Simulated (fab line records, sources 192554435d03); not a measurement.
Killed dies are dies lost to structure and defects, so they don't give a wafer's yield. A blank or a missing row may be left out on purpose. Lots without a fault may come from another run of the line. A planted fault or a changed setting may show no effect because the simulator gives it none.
Split-lot experiment | flow n5_finfet | 7 lots, 39 wafers read, on a route of 1938 steps

THE SPLIT
At N5_BEOL_M9_ILD_DEP_00 (deposits SiCOH lowk from DEMS/porogen, target thk 308.51 nm, time 58 s), the setting target_thk_a was moved away from the recipe's 3085.1 angstrom on 12 of the 39 wafers read, by -26.0% to +21.8%. The other wafers ran this setting at the recipe's value.

FROM THE SPLIT TO THE READING: what the file shows between them, 1 step
- N5_BEOL_M9_CURE_71: cures SiCOH lowk, time 240 s

THE READING
M9_ILD_THK, in nm, at N5_BEOL_M9_THK_MEAS_01. Fault-free wafers of this fab line usually give 267 nm, standard deviation 3.5 nm.

wafer  | tool, chamber at the split | target_thk_a as run, angstrom | against the recipe | M9_ILD_THK, nm | against lot-mates on the recipe
L078.1 | pecvd-01, 0                | 3639                          | +18.0%             | 316            | +47
L078.2 | pecvd-01, 1                | 3639                          | +18.0%             | 314            | +45
L078.3 | pecvd-01, 2                | 3085.1                        | recipe             | 265            | -
L078.4 | pecvd-01, 0                | 3085.1                        | recipe             | 271            | -
L078.5 | pecvd-01, 1                | 3639                          | +18.0%             | 318            | +49
L078.6 | pecvd-01, 2                | 3085.1                        | recipe             | 271            | -
L081.1 | pecvd-02, 0                | 3085.1                        | recipe             | 267            | -
L081.2 | pecvd-02, 1                | 3085.1                        | recipe             | 263            | -
L081.3 | pecvd-02, 1                | 3085.1                        | recipe             | 268            | -
L081.4 | pecvd-02, 0                | 3085.1                        | recipe             | 268            | -
L081.5 | pecvd-02, 0                | 3085.1                        | recipe             | 267            | -
L081.6 | pecvd-02, 1                | 3085.1                        | recipe             | 270            | -
L082.1 | pecvd-04, 2                | 3757                          | +21.8%             | 326            | +58
L082.2 | pecvd-04, 0                | 3757                          | +21.8%             | 323            | +55
L082.3 | pecvd-04, 1                | 3085.1                        | recipe             | 267            | -
L082.4 | pecvd-04, 2                | 3757                          | +21.8%             | 331            | +63
L082.5 | pecvd-04, 0                | 3085.1                        | recipe             | 266            | -
L082.6 | pecvd-04, 1                | 3085.1                        | recipe             | 270            | -
L086.2 | pecvd-01, 0                | 3085.1                        | recipe             | 267            | -
L086.3 | pecvd-01, 2                | 3085.1                        | recipe             | 264            | -
L086.4 | pecvd-01, 0                | 3085.1                        | recipe             | 269            | -
L092.1 | pecvd-04, 2                | 3085.1                        | recipe             | 265            | -
L092.2 | pecvd-04, 0                | 3085.1                        | recipe             | 267            | -
L092.3 | pecvd-04, 2                | 2283                          | -26.0%             | 202            | -65
L092.4 | pecvd-04, 0                | 2283                          | -26.0%             | 196            | -71
L092.5 | pecvd-04, 2                | 2283                          | -26.0%             | 200            | -67
L092.6 | pecvd-04, 0                | 3085.1                        | recipe             | 268            | -
L095.1 | pecvd-02, 0                | 3085.1                        | recipe             | 267            | -
L095.2 | pecvd-02, 1                | 2608                          | -15.5%             | 230            | -37
L095.3 | pecvd-02, 2                | 3085.1                        | recipe             | 263            | -
L095.4 | pecvd-02, 2                | 2608                          | -15.5%             | 225            | -42
L095.5 | pecvd-02, 1                | 3085.1                        | recipe             | 272            | -
L095.6 | pecvd-02, 0                | 2608                          | -15.5%             | 226            | -41
L097.1 | pecvd-01, 0                | 3085.1                        | recipe             | 271            | -
L097.2 | pecvd-01, 1                | 3085.1                        | recipe             | 265            | -
L097.3 | pecvd-01, 1                | 3085.1                        | recipe             | 273            | -
L097.4 | pecvd-01, 0                | 3085.1                        | recipe             | 274            | -
L097.5 | pecvd-01, 1                | 3085.1                        | recipe             | 273            | -
L097.6 | pecvd-01, 0                | 3085.1                        | recipe             | 275            | -

THE FIT
A straight line over all 39 wafers: M9_ILD_THK changes by +2.66 nm for each +1% of target_thk_a; r = +1.00; the points scatter about the line by 3.1 nm.
The same after taking each lot's own level away (the mean of its wafers on the recipe; 39 wafers): +2.63 nm for each +1%; r = +1.00; scatter 2.7 nm.
On that fit, the largest move of target_thk_a shifts the reading by 68 nm.
The lots' own levels span 266.7 to 271.8 nm, that is 1.5 times the standard deviation above.
So the lot-to-lot level changes the slope little: the two slopes agree.
Check: with one of the wafers moved furthest among these (-26.0%) left out of the fit, the line predicts -68.8 nm for it against its lot-mates. It came out at -64.7 nm against them.

OTHER SPLITS ON THESE WAFERS
These wafers also went through other splits before the reading. Each is held against what the fit with the lots' levels taken away leaves over:
other split on the same wafers           | wafers away from the commonest value | r with M9_ILD_THK (lot level and that fit taken away)
N5_BEOL_M6_TRENCH_ETCH_37 target_depth_a | 15                                   | +0.02
N5_BEOL_M8_DESCUM_33 time_s              | 15                                   | +0.14

THE WHOLE CHAIN: every reading that the file lists as answering this split, in the file's order
step                   | what it does                                                           | reading                                                                                  | change (the file's fit)              | r (the file's)
N5_BEOL_M9_ILD_DEP_00  | deposits SiCOH lowk from DEMS/porogen, target thk 308.51 nm, time 58 s | SiCOH_lowk_of_BEOL_M9_ILD_DEP_00.thk_nm (the simulator's own value, which no gauge read) | +2.98 nm for each +1% of the setting | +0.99
N5_BEOL_M9_CURE_71     | cures SiCOH lowk, time 240 s                                           | SiCOH_lowk_of_BEOL_M9_ILD_DEP_00.thk_nm (the simulator's own value, which no gauge read) | +2.63 nm for each +1% of the setting | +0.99
N5_BEOL_M9_THK_MEAS_01 |                                                                        | M9_ILD_THK                                                                               | +2.63 for each +1% of the setting    | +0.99

THE FILE'S OWN FIT
M9_ILD_THK changes by +2.63 nm for each +1% of target_thk_a, r = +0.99.
